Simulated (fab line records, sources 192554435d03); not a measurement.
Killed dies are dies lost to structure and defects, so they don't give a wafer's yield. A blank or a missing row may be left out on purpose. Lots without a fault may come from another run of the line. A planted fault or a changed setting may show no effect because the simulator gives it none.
A struck lot beside a sound one | flow n5_finfet | 16 steps out of a route of 1938
Sound: wafers L581.3, L581.5, L581.6. Struck: wafers L595.3, L595.4, L595.6. The cause comes at the end.
At each step with rows: each side's tool, then ch and its chambers, then its first start. Under that, the readings that differ: sound wafers | struck wafers | difference of the means | sigmas: that difference in standard deviations of wafers without a fault.
alike: readings whose means differ by less than 2 such deviations, and words and numbers that are the same on both sides. not compared: withheld readings, readings that some wafer has no value for, bounds like >300 that may hide the same value, and numbers for which the record gives no deviation and whose values overlap.
The two part at a step that has a row with sigmas, a row that says differs or no value, or rows on one side only. Numbers that don't overlap but have no deviation are shown without sigmas and don't part them. A reading that every wafer of one side lacks parts them only if that side has two wafers or more.

first, 6 steps without rows for these wafers: N5_BEOL_M2_COAT_22 (resist thk 30 nm); N5_BEOL_M2_EBR_24; N5_BEOL_M2_SOFTBAKE_23 (time 60 s); N5_BEOL_M2_EXPOSE_25 (exposes mask V1, defocus 5 nm); N5_BEOL_M2_PEB_26 (peb time 60 s); N5_BEOL_M2_DEVELOP_27 (develop time 30 s).
N5_BEOL_M2_CD_MEAS_28: target cd 26.2 nm, target cd y 24.1 nm.
  sound on cd_sem-02 ch 0, day 7 05:55; struck on cd_sem-02 ch 0, day 11 01:07
  alike: cd_nm
N5_BEOL_M2_OVL_MEAS_29:
  sound on overlay-02 ch 0, day 7 05:58; struck on overlay-01 ch 0, day 11 01:09
  alike: V1_OVL
N5_BEOL_M2_INSPECT_30: inspects for defects (brightfield).
  sound on defect_inspect-01, day 7 06:00; struck on defect_inspect-02, day 11 01:12
  alike: raw_defect_count
N5_BEOL_M2_DESCUM_33: chemistry O2, time 7 s.
  sound on rie_diel-01 ch 0,2,3, day 7 06:02; struck on rie_diel-06 ch 1,2, day 11 01:23
  reading      | sound             | struck            | difference | sigmas
  rf_vpp_V (V) | 243.1 247.5 243.6 | 242.2 241.7 241.3 | -3.0       | -2
  alike: drypump_motor_current_A, oes_product_au, showerhead_plenum_p_Torr, throttle_valve_pct
  not compared: rf_hours_counter_h
N5_BEOL_M2_ETCH_77: etches underlayer in N2/H2, target depth 6.5 nm, time 5.2 s.
  sound on rie_diel-01 ch 0,2,3, day 7 06:04; struck on rie_diel-06 ch 1,2, day 11 01:25
  reading             | sound             | struck            | difference | sigmas
  h2_flow_sccm (sccm) | 200.2 200.9 201.0 | 199.8 199.0 199.6 | -1.2       | -2
  alike: drypump_motor_current_A, etch_rf_on_time_s, oes_product_au, rf_vpp_V, showerhead_plenum_p_Torr, throttle_valve_pct
  not compared: rf_hours_counter_h
N5_BEOL_M2_ETCH_69: etches SiARC in CF4, target depth 15.6 nm, time 26 s.
  sound on rie_diel-01 ch 0,2,3, day 7 06:05; struck on rie_diel-06 ch 1,2, day 11 01:26
  alike: drypump_motor_current_A, etch_rf_on_time_s, oes_product_au, rf_vpp_V, showerhead_plenum_p_Torr, throttle_valve_pct
  not compared: rf_hours_counter_h
N5_BEOL_M2_ALD_98: deposits SiO2, target thk 2.5 nm, pulse time 1 s, co reactant pulse time 1 s.
  sound on ald_sin-02 ch 0,3, day 7 06:10; struck on ald_sin-04 ch 0,1,2, day 11 01:32
  reading              | sound               | struck               | difference | sigmas
  susceptor_temp_C (C) | 100.00 99.95 100.17 | 105.12 105.04 105.32 | +5.12      | +39
  alike: heater_power_w, precursor_pulse_height_rel
N5_BEOL_M2_ETCHBACK_99: etches SiO2 in CHF3, target depth 5 nm, time 10.4 s.
  sound on rie_diel-06 ch 0,1,2, day 7 07:08; struck on rie_diel-01 ch 1,2, day 11 03:28
  alike: drypump_motor_current_A, oes_product_au, rf_vpp_V, showerhead_plenum_p_Torr, throttle_valve_pct
  not compared: rf_hours_counter_h
N5_BEOL_M4_RC_MEAS_101:
  sound on prober-01 ch 0, day 8 15:01; struck on prober-02 ch 0, day 12 06:36
  alike: DIBL_N, DIBL_P, IOFF_N, IOFF_P, ION_N, ION_P, SS_N, SS_P, VT_N, VT_P
-- the record jumps here: 4 days lie between the struck wafers' starts before and after (it left off in module BEOL_M4 and takes up again in module PASSIVATION, whose first step shown is number 1936 of the route) --
N5_PASSIVATION_PROBE_49:
  sound on prober-02, day 13 02:01; struck on prober-02, day 16 14:45
  alike: defect_limited_yield, killed_at_M0_to_M3, killed_at_M4_up, killed_at_contacts, killed_at_front_end, killed_at_other, killed_dies, killed_open, killed_short, sort_bin_4_leakage, sort_bin_5_function, sort_bin_6_memory, sort_n_pass, sort_yield_pct

WHERE THEY PART
First at N5_BEOL_M2_DESCUM_33; last, within this record, at N5_BEOL_M2_ALD_98. Later steps at which nothing parts them and some readings are alike: N5_BEOL_M2_ETCHBACK_99, N5_BEOL_M4_RC_MEAS_101, N5_PASSIVATION_PROBE_49.

WHY: what the simulator had put in
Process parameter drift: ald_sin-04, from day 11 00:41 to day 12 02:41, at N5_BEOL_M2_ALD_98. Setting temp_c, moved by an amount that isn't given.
